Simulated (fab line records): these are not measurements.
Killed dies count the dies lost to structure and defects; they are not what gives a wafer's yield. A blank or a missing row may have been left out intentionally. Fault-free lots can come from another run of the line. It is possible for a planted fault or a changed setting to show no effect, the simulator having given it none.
fab line records	flow n5_finfet	part 1 of 2: steps 1 to 19 of 27
record: lots: 5	wafers: 15	last_day: 17
route steps=1938 shown FIN_CUT@178 STI_FIN_REVEAL@183
lots that met no fault: from a run of the same line without faults
start_h: hours from the record's opening day to when the first of the lot's shown wafers began	wait_h: hours from the lot's prior step to this one	" as in the row above	L1.1+2: one row covering several wafers at once	- no value present, or no start provided	* or withheld: withheld	< > ~ a bound
route shown NAME@n: a module of which the file shows steps, and the number in the route of the first	usual: mean/standard deviation taken from wafers without a fault	same: alike in all rows	chamber/n: place in a boat	sites: readings site by site	_std_site: the standard deviation of these	_edge_site: outer sites' mean less inner sites'	radius_mm: for every site, how far away it sits from the centre of the wafer	mask NAME#n: copy n	behind: the last tool/chamber to shape the wafer	hold: why the lot went on hold/how many hours it stayed there/how the hold came to an end	device: names the non-switching transistor (n, p or np)	end of line: tests of these same wafers at the route's end	a step without rows: its recipe alone	killed: the dies lost at the first sort to structure and to defects; this is not the yield of the wafer	map: a wafer's dies, marking killed ones x, the rest . and places with no die _
set.NAME: the setting the step ran with; set.NAME@STEP: the setting that earlier step ran with	model.NAME: the simulator's own value behind a step, which no gauge read
a table for each step, a row for each wafer; lots at some steps of the route
services: a tool's chamber out of use, with start hour (start_h, from the record's first day; less than 0 if before it), hours out, and reason
== steps ==
step: N5_FIN_CUT_STRIP_22
recipe: chemistry: N2/H2	power_w: 500	temp_c: 40	pressure_mtorr: 50	rf_frequency_hz: 6e+07	overash_fraction: 0.3	bias_power_w: 8	h2_frac: 0.5	n2_flow_sccm: 300	h2_flow_sccm: 300
usual: drypump_motor_current_A: 5.6/0.3	h2_flow_sccm: 299.9/0.87	n2_flow_sccm: 300.1/0.91	oes_product_au: 0.75/0.065	rf_vpp_V: 54.1/2.3	showerhead_plenum_p_Torr: 3.37/0.081	temp_c: 40.01/0.11	throttle_valve_pct: 18.86/0.26
lot.wafer	tool	chamber	start_h	wait_h	drypump_motor_current_A	h2_flow_sccm	n2_flow_sccm	oes_product_au	rf_hours_counter_h	rf_vpp_V	showerhead_plenum_p_Torr	temp_c	throttle_valve_pct
L076.1	rie_diel-04	1	41.02	0.0	6.3	300.8	298.7	0.72	181	54.2	3.46	39.93	18.87
L076.4	"	3	"	"	5.9	300.9	300.9	0.72	207	57.3	3.47	40.15	19.24
L076.6	"	3	"	"	5.9	301.4	302.1	0.72	-	54.4	3.47	40.05	19.20
L078.1	rie_diel-01	2	54.92	0.0	5.4	299.9	299.5	0.71	205	50.3	3.33	40.06	19.27
L078.3	"	0	"	"	5.3	299.4	300.2	0.85	30	55.7	3.40	40.05	18.63
L078.4	"	3	"	"	5.7	296.9	300.8	0.76	106	57.5	3.25	40.16	18.73
L083.2	rie_diel-01	1	81.54	0.0	5.5	300.7	300.4	0.74	147	54.1	3.36	39.97	18.68
L083.5	"	1	"	"	5.6	300.8	299.7	0.74	-	53.3	3.36	39.82	18.68
L083.6	"	2	"	"	5.4	298.8	301.3	0.71	-	55.3	3.33	40.01	19.32
L092.4	rie_diel-01	3	136.23	0.0	5.7	298.6	301.1	0.73	130	55.0	3.24	39.97	18.76
L092.5	"	0	"	"	5.3	300.4	299.3	0.85	-	49.8	3.39	40.13	18.64
L092.6	"	3	"	"	5.7	301.3	300.0	0.74	-	51.7	3.24	39.93	18.75
L097.1	rie_diel-01	3	174.32	0.0	5.7	299.4	299.8	0.72	138	55.0	3.23	40.20	18.76
L097.3	"	0	"	"	5.3	300.7	301.3	0.82	59	53.8	3.38	40.07	18.65
L097.6	"	3	"	"	5.7	299.9	299.5	0.74	-	55.8	3.23	40.24	18.75
step: N5_FIN_CUT_PRECLEAN_36
recipe: chemistry: O3/DIW	time_s: 60	temp_c: 22	o3_ppm: 10
usual: temp_c: 22.00/0.097
lot.wafer	tool	chamber	start_h	wait_h	temp_c
L076.1	wet_bench-02	2	41.09	-	22.00
L076.4	"	4	"	"	21.98
L076.6	"	0	"	"	21.99
L078.1	wet_bench-01	7	54.99	-	21.84
L078.3	"	3	"	"	22.06
L078.4	"	2	"	"	21.95
L083.2	wet_bench-06	0	81.61	-	21.98
L083.5	"	1	"	"	21.88
L083.6	"	6	"	"	21.88
L092.4	wet_bench-06	4	136.30	-	22.01
L092.5	"	6	"	"	22.20
L092.6	"	0	"	"	22.08
L097.1	wet_bench-06	7	174.39	-	22.11
L097.3	"	6	"	"	22.01
L097.6	"	5	"	"	21.99
step: N5_FIN_CUT_SRD_32
recipe: dry: ipa_marangoni	time_s: 30	temp_c: 23	rinse_liquid: diw
usual: temp_c: 23.00/0.11
lot.wafer	tool	chamber	start_h	wait_h	temp_c
L076.1	wet_bench-02	2	41.13	0.0	23.12
L076.4	"	4	"	"	23.02
L076.6	"	0	"	"	23.00
L078.1	wet_bench-01	7	55.00	0.0	23.14
L078.3	"	3	"	"	22.75
L078.4	"	2	"	"	22.93
L083.2	wet_bench-06	0	81.63	0.0	22.91
L083.5	"	1	"	"	22.80
L083.6	"	6	"	"	22.97
L092.4	wet_bench-06	4	136.32	0.0	22.86
L092.5	"	6	"	"	23.03
L092.6	"	0	"	"	23.09
L097.1	wet_bench-06	7	174.41	0.0	22.86
L097.3	"	6	"	"	23.01
L097.6	"	5	"	"	23.18
step: N5_FIN_CUT_UV_OZONE_34
recipe: time_s: 120	pressure_torr: 760	temp_c: 25
usual: pressure_torr: 760.1/1.3	temp_c: 25.00/0.11
lot.wafer	tool	chamber	start_h	wait_h	pressure_torr	temp_c
L076.1	wet_bench-02	2	41.16	0.0	759.3	24.88
L076.4	"	4	"	"	757.7	25.05
L076.6	"	0	"	"	757.5	24.98
L078.1	wet_bench-01	7	55.02	0.0	760.5	25.14
L078.3	"	3	"	"	759.0	25.07
L078.4	"	2	"	"	759.7	25.11
L083.2	wet_bench-06	0	81.65	0.0	761.5	25.07
L083.5	"	1	"	"	758.5	25.00
L083.6	"	6	"	"	761.1	24.95
L092.4	wet_bench-06	4	136.34	0.0	760.2	25.00
L092.5	"	6	"	"	759.0	25.22
L092.6	"	0	"	"	758.4	24.79
L097.1	wet_bench-06	7	174.42	0.0	762.8	24.85
L097.3	"	6	"	"	759.7	24.89
L097.6	"	5	"	"	759.0	24.98
step: N5_FIN_CUT_INSPECT_17
recipe: inspect_instrument: brightfield	mode: aei
usual: raw_defect_count: 217/64
lot.wafer	tool	chamber	start_h	wait_h	raw_defect_count
L076.1	defect_inspect-01	-	41.25	0.0	194
L076.4	"	-	"	"	120
L076.6	"	-	"	"	152
L078.1	defect_inspect-01	-	55.08	0.0	293
L078.3	"	-	"	"	316
L078.4	"	-	"	"	200
L083.2	defect_inspect-01	-	81.71	0.0	324
L083.5	"	-	"	"	180
L083.6	"	-	"	"	316
L092.4	defect_inspect-02	-	136.40	0.0	162
L092.5	"	-	"	"	150
L092.6	"	-	"	"	166
L097.1	defect_inspect-02	-	174.48	0.0	346
L097.3	"	-	"	"	253
L097.6	"	-	"	"	254
step: N5_STI_FIN_REVEAL_ALD_00
recipe: material: SiO2	target_thk_a: 10	temp_c: 300	ald_precursor_family: BDEAS	ald_co_reactant: O2-plasma	pulse_time_s: 1	pressure_torr: 2
usual: heater_power_w: 481/58	precursor_pulse_height_rel: 1.002/0.022
lot.wafer	tool	chamber	start_h	wait_h	heater_power_w	precursor_pulse_height_rel
L076.1	ald_sin-02	0	41.29	0.0	546	1.052
L076.4	"	2	"	"	517	1.006
L076.6	"	2	"	"	506	0.987
L078.1	ald_sin-02	0	55.12	0.0	556	1.006
L078.3	"	1	"	"	486	0.989
L078.4	"	3	"	"	523	1.005
L083.2	ald_sin-01	3	81.83	0.1	357	0.994
L083.5	"	2	"	"	463	1.023
L083.6	"	1	"	"	466	0.981
L092.4	ald_sin-01	0	137.16	0.8	528	0.993
L092.5	"	1	"	"	461	0.985
L092.6	"	2	"	"	468	0.979
L097.1	ald_sin-04	3	174.52	0.0	488	1.012
L097.3	"	0	"	"	496	1.005
L097.6	"	0	"	"	491	1.035
step: N5_STI_FIN_REVEAL_ALD_14
recipe: material: Si3N4	target_thk_a: 30	temp_c: 400	ald_precursor_family: SiH2I2	ald_co_reactant: N2/H2-plasma	pressure_torr: 2
usual: heater_power_w: 859/100
lot.wafer	tool	chamber	start_h	wait_h	heater_power_w
L076.1	ald_sin-02	0	41.34	0.0	986
L076.4	"	2	"	"	882
L076.6	"	2	"	"	871
L078.1	ald_sin-02	0	55.16	0.0	983
L078.3	"	1	"	"	854
L078.4	"	3	"	"	908
L083.2	ald_sin-01	3	81.88	0.0	656
L083.5	"	2	"	"	814
L083.6	"	1	"	"	841
L092.4	ald_sin-01	0	137.21	0.0	966
L092.5	"	1	"	"	820
L092.6	"	2	"	"	831
L097.1	ald_sin-04	3	174.57	0.0	860
L097.3	"	0	"	"	869
L097.6	"	0	"	"	887
step: N5_STI_FIN_REVEAL_FCVD_FILL_01
recipe: material: SiO2_flowable	target_thk_a: 3120	temp_c: 100	pressure_torr: 0.8	rf_w: 2000	time_s: 512.2
lot.wafer	tool	chamber	start_h	wait_h
L076.1+4+6	fcvd-02	1	41.57	0.1
L078.1+3+4	fcvd-01	1,1,0	55.40	0.1
L083.2+5+6	fcvd-01	1,1,0	82.11	0.1
L092.4+5+6	fcvd-02	0,1,0	137.64	0.3
L097.1+3+6	fcvd-01	1,0,1	174.80	0.1
step: N5_STI_FIN_REVEAL_DENSIFY_02
recipe: temp_c: 650	ambient: steam	time_s: 1800	idle_temp_c: 400	densification_p_h2o_torr: 640
usual: spike_tc_upper_C: 649.1/1.1	zone_power_top_pct: 19.7/1.8
lot.wafer	tool	chamber	start_h	wait_h	spike_tc_upper_C	zone_power_top_pct
L076.1	furnace-03	0	42.81	1.0	648.3	23.2
L076.4	"	0	"	"	650.3	22.6
L076.6	"	0	"	"	648.8	22.4
L078.1	furnace-02	0	56.04	0.4	650.0	18.5
L078.3	"	0	"	"	649.3	18.0
L078.4	"	0	"	"	648.6	18.6
L083.2	furnace-03	0	82.75	0.4	648.9	22.6
L083.5	"	0	"	"	648.2	23.1
L083.6	"	0	"	"	648.3	22.6
L092.4	furnace-02	0	138.08	0.2	650.3	18.1
L092.5	"	0	"	"	651.1	18.2
L092.6	"	0	"	"	648.2	18.2
L097.1	furnace-01	0	175.44	0.4	648.2	19.0
L097.3	"	0	"	"	649.1	19.2
L097.6	"	0	"	"	648.5	19.0
step: N5_STI_FIN_REVEAL_CMP_04
recipe: stop_on: Si3N4	t_overpolish_s: 4	down_force_psi: 2	platen_rpm: 54.18	post_cmp_clean: alkaline_brush	pad_velocity_m_s: 1.078	target_thk_nm: 131.83
usual: motor_current_A: 8.3/1.2	overpolish_run_s: 4.000/0.0093	platen_rpm: 54.18/0.034	time_to_endpoint_s: 107/4.9
lot.wafer	tool	chamber	start_h	wait_h	motor_current_A	overpolish_run_s	platen_rpm	time_to_endpoint_s
L076.1	cmp-04	1	47.05	0.1	7.0	4.010	54.11	110
L076.4	"	2	"	"	7.0	3.999	54.20	108
L076.6	"	3	"	"	8.6	3.996	54.19	105
L078.3	cmp-02	3	60.24	0.1	7.2	3.980	54.14	103
L078.1	"	0	"	"	6.6	3.976	54.20	103
L078.4	"	1	"	"	8.4	4.009	54.17	103
L083.2	cmp-01	3	86.91	0.0	8.4	3.991	54.19	111
L083.6	"	3	"	"	8.8	4.015	54.19	115
L083.5	"	0	"	"	8.5	4.004	54.12	108
L092.4	cmp-04	0	142.32	0.1	7.2	3.980	54.18	99
L092.6	"	2	"	"	7.1	4.005	54.14	114
L092.5	"	3	"	"	8.6	3.999	54.21	103
L097.1	cmp-01	2	179.62	0.0	10.7	4.001	54.19	111
L097.3	"	3	"	"	8.1	4.000	54.18	114
L097.6	"	2	"	"	10.0	3.997	54.15	111
step: N5_STI_FIN_REVEAL_THK_MEAS_05
usual: thk_nm: 132.2/1.3
lot.wafer	tool	chamber	start_h	wait_h	thk_nm
L076.1	film_metro-02	-	47.27	-	132.6
L076.4	"	-	"	"	133.5
L076.6	"	-	"	"	130.5
L078.1	film_metro-01	-	60.50	-	132.9
L078.3	"	-	"	"	132.3
L078.4	"	-	"	"	131.1
L083.2	film_metro-01	-	87.21	-	132.0
L083.5	"	-	"	"	130.7
L083.6	"	-	"	"	132.5
L092.4	film_metro-01	-	142.54	-	130.7
L092.5	"	-	"	"	133.4
L092.6	"	-	"	"	133.0
L097.1	film_metro-02	-	179.91	-	131.3
L097.3	"	-	"	"	132.1
L097.6	"	-	"	"	132.0
step: N5_STI_FIN_REVEAL_DENSIFY_30
recipe: temp_c: *	time_s: *	ambient: N2	idle_temp_c: 600	ramp_up_c_per_s: 150	ramp_down_c_per_s: 60	cool_to_c: 600
usual: lamp_power_pct: 11.54/0.057	lamp_zone_2_pct: 11.531/0.02	wafer_temp_C_max: *
lot.wafer	tool	chamber	start_h	wait_h	lamp_power_pct	lamp_zone_2_pct	wafer_temp_C_max
L076.1	rtp_anneal-01	0	47.30	0.0	11.42	11.567	*
L076.4	"	0	"	"	11.63	11.524	*
L076.6	"	0	"	"	11.50	11.505	*
L078.1	rtp_anneal-01	0	60.53	0.0	11.61	11.498	*
L078.3	"	0	"	"	11.50	11.523	*
L078.4	"	0	"	"	11.61	11.538	*
L083.2	rtp_anneal-02	0	87.84	0.6	11.54	11.533	*
L083.5	"	0	"	"	11.59	11.515	*
L083.6	"	0	"	"	11.56	11.516	*
L092.4	rtp_anneal-01	0	142.66	0.1	11.58	11.525	*
L092.5	"	0	"	"	11.48	11.506	*
L092.6	"	0	"	"	11.56	11.547	*
L097.1	rtp_anneal-02	0	179.94	0.0	11.55	11.532	*
L097.3	"	0	"	"	11.43	11.547	*
L097.6	"	0	"	"	11.54	11.544	*
step: N5_STI_FIN_REVEAL_ETCHBACK_08
recipe: chemistry: C4F6/O2	target: SiO2	target_depth_a: 305	time_s: 10.167	ion_energy_ev: 250	pressure_mtorr: 30	source_w: 345	bias_w: 185	Ar_flow_sccm: 300	C4F6_flow_sccm: 10	O2_flow_sccm: 10
usual: drypump_motor_current_A: 5.7/0.39	oes_ar_750_au: 0.83/0.082	oes_product_au: 0.83/0.085	rf_vpp_V: 668/15	showerhead_plenum_p_Torr: 2.90/0.069	throttle_valve_pct: 20.97/0.29
lot.wafer	tool	chamber	start_h	wait_h	drypump_motor_current_A	oes_ar_750_au	oes_product_au	rf_hours_counter_h	rf_vpp_V	showerhead_plenum_p_Torr	throttle_valve_pct
L076.1	rie_diel-03	3	47.51	0.2	6.0	0.81	0.82	81	659	2.86	20.79
L076.4	"	0	"	"	5.5	0.92	0.92	19	679	3.00	20.50
L076.6	"	1	"	"	6.1	0.68	0.68	-	689	2.93	21.27
L078.1	rie_diel-02	2	61.01	0.5	5.1	0.70	0.69	249	637	2.80	21.68
L078.3	"	2	"	"	5.1	0.71	0.69	-	639	2.80	21.68
L078.4	"	3	"	"	5.4	0.80	0.82	-	661	2.98	21.13
L083.2	rie_diel-03	1	88.02	0.2	6.1	0.94	0.95	10	689	2.92	20.91
L083.5	"	0	"	"	5.5	0.87	0.87	-	678	2.99	20.52
L083.6	"	1	"	"	6.1	0.94	0.95	-	689	2.92	20.89
L092.4	rie_diel-02	1	142.79	0.1	5.0	0.87	0.86	29	664	2.82	21.31
L092.5	"	2	"	"	5.1	0.95	0.92	-	638	2.79	21.31
L092.6	"	1	"	"	5.1	0.86	0.86	-	664	2.82	21.31
L097.1	rie_diel-06	0	180.22	0.3	6.2	0.88	0.86	37	655	2.80	21.34
L097.3	"	2	"	"	5.4	0.81	0.81	95	667	2.77	21.18
L097.6	"	1	"	"	4.9	0.74	0.74	-	687	2.73	21.27
step: N5_STI_FIN_REVEAL_STRIP_24
recipe: chemistry: N2/H2	time_s: 90	power_w: 100	temp_c: 40	pressure_mtorr: 100	rf_frequency_hz: 6e+07	bias_power_w: 3	n2_flow_sccm: 300	h2_flow_sccm: 300
usual: drypump_motor_current_A: 5.7/0.38	h2_flow_sccm: 300.0/0.88	n2_flow_sccm: 300.2/0.8	oes_product_au: 0.84/0.085	rf_vpp_V: 45.4/0.93	showerhead_plenum_p_Torr: 3.44/0.089	temp_c: 40.00/0.1	throttle_valve_pct: 12.0/0.31
lot.wafer	tool	chamber	start_h	wait_h	drypump_motor_current_A	h2_flow_sccm	n2_flow_sccm	oes_product_au	rf_hours_counter_h	rf_vpp_V	showerhead_plenum_p_Torr	temp_c	throttle_valve_pct
L076.1	rie_diel-03	3	47.54	0.0	6.0	298.4	300.4	0.82	81	45.8	3.41	40.11	12.0
L076.4	"	0	"	"	5.5	302.0	300.9	0.92	19	45.3	3.58	40.13	11.5
L076.6	"	1	"	"	6.1	299.4	300.9	0.69	-	44.6	3.46	40.05	12.4
L078.1	rie_diel-02	2	61.07	0.0	5.2	300.0	299.9	0.68	249	43.4	3.34	39.96	12.9
L078.3	"	2	"	"	5.1	300.0	300.3	0.69	-	46.2	3.34	39.93	12.9
L078.4	"	3	"	"	5.4	300.2	299.6	0.82	-	45.4	3.54	40.07	12.1
L083.2	rie_diel-03	1	88.06	0.0	6.2	300.8	300.1	0.95	10	45.8	3.46	40.13	11.8
L083.5	"	0	"	"	5.5	301.3	300.1	0.88	-	45.6	3.57	40.04	11.6
L083.6	"	1	"	"	6.2	301.3	300.0	0.97	-	45.9	3.46	40.00	11.8
L092.4	rie_diel-02	1	142.83	0.0	5.0	299.3	300.2	0.88	29	45.0	3.31	40.09	12.1
L092.5	"	2	"	"	5.2	299.4	300.4	0.93	-	43.5	3.32	40.16	12.3
L092.6	"	1	"	"	5.1	298.8	300.5	0.88	-	45.1	3.31	39.99	12.1
L097.1	rie_diel-06	0	180.26	0.0	6.3	299.9	300.8	0.88	37	45.0	3.30	39.88	12.0
L097.3	"	2	"	"	5.5	299.8	299.2	0.81	95	45.5	3.27	39.99	12.0
L097.6	"	1	"	"	4.9	301.0	300.2	0.74	-	45.1	3.22	39.94	12.3
step: N5_STI_FIN_REVEAL_PRECLEAN_25
recipe: chemistry: SPM	time_s: 90	temp_c: 120	mix: 4:1
usual: temp_c: 120.02/0.12
lot.wafer	tool	chamber	start_h	wait_h	temp_c
L076.1	wet_bench-04	2	47.67	0.1	120.06
L076.4	"	3	"	"	120.19
L076.6	"	4	"	"	119.87
L078.1	wet_bench-03	0	61.24	0.1	120.05
L078.3	"	4	"	"	119.99
L078.4	"	3	"	"	120.05
L083.2	wet_bench-05	5	88.19	0.1	119.94
L083.5	"	0	"	"	120.02
L083.6	"	7	"	"	120.04
L092.4	wet_bench-05	5	142.95	0.1	120.17
L092.5	"	6	"	"	120.02
L092.6	"	7	"	"	120.10
L097.1	wet_bench-03	6	180.38	0.1	120.02
L097.3	"	2	"	"	120.00
L097.6	"	0	"	"	119.96
step: N5_STI_FIN_REVEAL_PRECLEAN_26
recipe: chemistry: SC1	time_s: 45	temp_c: 46	mix: 1:2:100
usual: diw_flow_mL_min: 1456/4.6	temp_c: 46.01/0.11
lot.wafer	tool	chamber	start_h	wait_h	diw_flow_mL_min	temp_c
L076.1	wet_bench-04	2	47.69	0.0	1457	46.01
L076.4	"	3	"	"	1450	46.05
L076.6	"	4	"	"	1451	45.90
L078.1	wet_bench-03	0	61.26	0.0	1451	45.83
L078.3	"	4	"	"	1454	46.13
L078.4	"	3	"	"	1460	45.82
L083.2	wet_bench-05	5	88.22	0.0	1454	45.98
L083.5	"	0	"	"	1458	45.93
L083.6	"	7	"	"	1451	46.06
L092.4	wet_bench-05	5	142.98	0.0	1458	46.17
L092.5	"	6	"	"	1453	45.83
L092.6	"	7	"	"	1452	45.95
L097.1	wet_bench-03	6	180.41	0.0	1461	45.98
L097.3	"	2	"	"	1452	46.01
L097.6	"	0	"	"	1454	45.96
step: N5_STI_FIN_REVEAL_PRECLEAN_29
recipe: chemistry: DHF	time_s: 30	temp_c: 25	dilution: 300:1
usual: temp_c: 25.00/0.11
lot.wafer	tool	chamber	start_h	wait_h	temp_c
L076.1	wet_bench-04	2	47.71	0.0	25.06
L076.4	"	3	"	"	25.08
L076.6	"	4	"	"	24.97
L078.1	wet_bench-03	0	61.28	0.0	25.06
L078.3	"	4	"	"	25.10
L078.4	"	3	"	"	25.04
L083.2	wet_bench-05	5	88.23	0.0	24.81
L083.5	"	0	"	"	25.07
L083.6	"	7	"	"	25.16
L092.4	wet_bench-05	5	142.99	0.0	25.14
L092.5	"	6	"	"	24.94
L092.6	"	7	"	"	24.93
L097.1	wet_bench-03	6	180.42	0.0	25.15
L097.3	"	2	"	"	25.07
L097.6	"	0	"	"	24.90
step: N5_STI_FIN_REVEAL_SRD_12
recipe: time_s: 30	temp_c: 23	rinse_liquid: diw	dry: ipa_marangoni
usual: temp_c: 22.99/0.098
lot.wafer	tool	chamber	start_h	wait_h	temp_c
L076.1	wet_bench-04	2	47.71	0.0	22.91
L076.4	"	3	"	"	23.05
L076.6	"	4	"	"	22.99
L078.1	wet_bench-03	0	61.28	0.0	23.05
L078.3	"	4	"	"	22.93
L078.4	"	3	"	"	23.08
L083.2	wet_bench-05	5	88.24	0.0	23.13
L083.5	"	0	"	"	23.04
L083.6	"	7	"	"	23.08
L092.4	wet_bench-05	5	143.00	0.0	22.98
L092.5	"	6	"	"	22.98
L092.6	"	7	"	"	22.97
L097.1	wet_bench-03	6	180.43	0.0	22.97
L097.3	"	2	"	"	23.04
L097.6	"	0	"	"	23.03
step: N5_STI_FIN_REVEAL_RECESS_09
recipe: chemistry: HF/NH3	target: SiO2	afs_cycles: 11	target_depth_a: 425	temp_c: 30	sublimation_temp_c: 180	sublimation_time_s: 60
usual: drypump_motor_current_A: 5.60/0.23	temp_c: 30.02/0.11
lot.wafer	tool	chamber	start_h	wait_h	drypump_motor_current_A	temp_c
L076.1	vapor_etch-01	1	47.76	0.0	5.34	30.12
L076.4	"	1	"	"	5.30	30.15
L076.6	"	0	"	"	5.95	29.81
L078.1	vapor_etch-02	0	61.33	0.0	5.67	30.05
L078.3	"	1	"	"	5.41	30.16
L078.4	"	0	"	"	5.69	30.08
L083.2	vapor_etch-01	0	88.29	0.0	5.96	29.92
L083.5	"	1	89.35	1.1	5.30	30.06
L083.6	"	0	"	"	5.95	29.91
L092.4	vapor_etch-01	0	143.57	0.6	5.94	30.02
L092.5	"	1	"	"	5.33	29.91
L092.6	"	0	"	"	5.91	29.91
L097.1	vapor_etch-02	1	180.47	0.0	5.41	30.02
L097.3	"	0	"	"	5.70	29.74
L097.6	"	1	"	"	5.44	29.98
